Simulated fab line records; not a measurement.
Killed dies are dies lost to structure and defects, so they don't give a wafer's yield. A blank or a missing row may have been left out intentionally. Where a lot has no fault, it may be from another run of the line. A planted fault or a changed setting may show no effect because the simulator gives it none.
A struck lot beside a sound one    flow n5_finfet    36 steps out of a route of 1938
Sound: these wafers, L236.2, L236.3, L236.4. Struck: wafer L230.2 (left out: L230.5, L230.6 of the same lot, which were not struck); the cause appears at the end.
Per side, at each step with rows, come the tool, then ch with its chambers, and then its first start. Under that, the readings that differ: sound wafers    struck wafers    difference of the means    sigmas: that difference in standard deviations of wafers without a fault.
alike: readings whose means differ by less than 2 such deviations, and words and numbers that are the same on both sides. not compared: withheld readings, readings that some wafer has no value for, bounds like >300 that may hide the same value, and numbers for which the record gives no deviation and whose values overlap.
Wherever a step has rows on one side only, a row that says differs or no value, or a row with sigmas, the two part there. Non-overlapping numbers with no deviation appear without sigmas and do not part them. Lack of a reading on every wafer of one side parts them only where that side has two or more wafers.

first, 9 steps without rows for these wafers: N5_BEOL_M4_ANNEAL_95 (time 240 s); N5_BEOL_M4_SPUTTER_96 (material Cu, target thk 4.5 nm, time 8.29 s); N5_BEOL_M4_ECD_50 (material Cu, target thk 300 nm); N5_BEOL_M4_ANNEAL_51 (time 90 s); N5_BEOL_M4_CMP_52 (polishes, stops on SiOC, t overpolish 6.8 s, target thk 40 nm); N5_BEOL_M4_PRE_CLEAN_60 (time 15 s); N5_BEOL_M4_CO_CAP_55 (material Co, precursor CCTBA/H2, target thk 2 nm, time 102.1 s); N5_BEOL_M4_PRE_CLEAN_56 (time 15 s); N5_BEOL_M4_DEP_57 (deposits SiCN from 3MS/NH3, target thk 8 nm, time 14 s).
N5_BEOL_M4_RC_MEAS_101:
  sound on prober-02 ch 0, day 11 18:33; struck on prober-01 ch 0, day 11 16:45
  alike: DIBL_N, DIBL_P, IOFF_N, IOFF_P, ION_N, ION_P, SS_N, SS_P, VT_N, VT_P
then, 24 steps without rows for these wafers: N5_BEOL_M5_ILD_DEP_00 (deposits SiCOH lowk from DEMS/porogen, target thk 140.64 nm, time 25.9 s); N5_BEOL_M5_CURE_79 (cures SiCOH lowk, time 240 s); N5_BEOL_M5_PECVD_70 (deposits SiO2 from TEOS/O2, target thk 16 nm, time 18 s); N5_BEOL_M5_HM_DEP_02 (deposits TiN, target thk 20 nm); N5_BEOL_M5_COAT_59 (time 60 s, resist thk 60 nm); N5_BEOL_M5_COAT_60 (time 60 s, resist thk 12 nm); N5_BEOL_M5_COAT_71 (time 60 s, resist thk 5 nm); N5_BEOL_M5_COAT_05 (resist thk 30 nm); N5_BEOL_M5_EBR_07; N5_BEOL_M5_SOFTBAKE_06 (time 60 s); N5_BEOL_M5_EXPOSE_08 (exposes mask M5, target cd 28 nm); N5_BEOL_M5_PEB_09 (peb time 60 s); N5_BEOL_M5_DEVELOP_10 (develop time 30 s); N5_BEOL_M5_DESCUM_16 (chemistry O2, time 7 s); N5_BEOL_M5_ETCH_72 (etches underlayer in N2/H2, target depth 6.5 nm, time 5.2 s); N5_BEOL_M5_ETCH_61 (etches SiARC in CF4, target depth 15.6 nm, time 26 s); N5_BEOL_M5_ETCH_62 (etches SOC in N2/H2, target depth 75 nm, overetch 15 nm, time 112.5 s); N5_BEOL_M5_STRIP_63 (strips in N2/H2); N5_BEOL_M5_STRIP_73 (strips in N2/H2); N5_BEOL_M5_STRIP_64 (strips in CF4); N5_BEOL_M5_HM_OPEN_17 (chemistry Cl2/BCl3, target TiN, target depth 20 nm, overetch 6 nm); N5_BEOL_M5_STRIP_19 (strips in O2); N5_BEOL_M5_COAT_65 (time 60 s, resist thk 60 nm); N5_BEOL_M5_COAT_66 (time 60 s, resist thk 12 nm).
-- here the record skips 4 days between the struck wafers' starts before and after, leaving off in module BEOL_M5 and picking up in module MIM_TOP_ETCH (first step shown: number 1853 of the route) --
N5_MIM_TOP_ETCH_PECVD_03: deposits SiNx from SiH4/NH3/N2, target thk 20 nm, time 17.6 s.
  sound on pecvd-03 ch 0,1, day 15 15:22; struck on pecvd-02 ch 2, day 15 11:42
reading                                          sound           struck  difference  sigmas
heater_power_w (W)                               980 935 931     687     -262        -3
throttle_valve_pct (%)                           43.0 41.8 41.7  37.9    -4.3        -2
model.SiNx_of_MIM_TOP_ETCH_PECVD_03.thk_nm (nm)  20 19.8 19.8    28      +8          
  alike: showerhead_plenum_p_Torr, susceptor_temp_C
N5_PASSIVATION_PROBE_49:
  struck on prober-01, day 15 21:19; sound on prober-02, day 16 00:23
reading                   sound  struck  difference  sigmas
defect_limited_yield (%)  92.5   0       -92         -62
killed_at_other           10     1078    +1068       +99 or more
killed_dies               89     1180    +1091       +64
killed_on_rim             18     152     +134        +32
killed_open               49     85      +36         +3
sort_n_pass               1091   0       -1091       -64
sort_yield_pct (%)        92.5   0       -92         -62
  alike: killed_at_M0_to_M3, killed_at_M4_up, killed_at_contacts, killed_at_front_end, killed_short, sort_bin_5_function, sort_bin_6_memory

## WHERE THEY PART
Last at N5_PASSIVATION_PROBE_49 as far as this record goes, first at N5_MIM_TOP_ETCH_PECVD_03.

WHY: whatever the simulator had introduced
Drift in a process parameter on pecvd-02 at N5_MIM_TOP_ETCH_PECVD_03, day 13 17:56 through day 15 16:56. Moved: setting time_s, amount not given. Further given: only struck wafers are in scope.
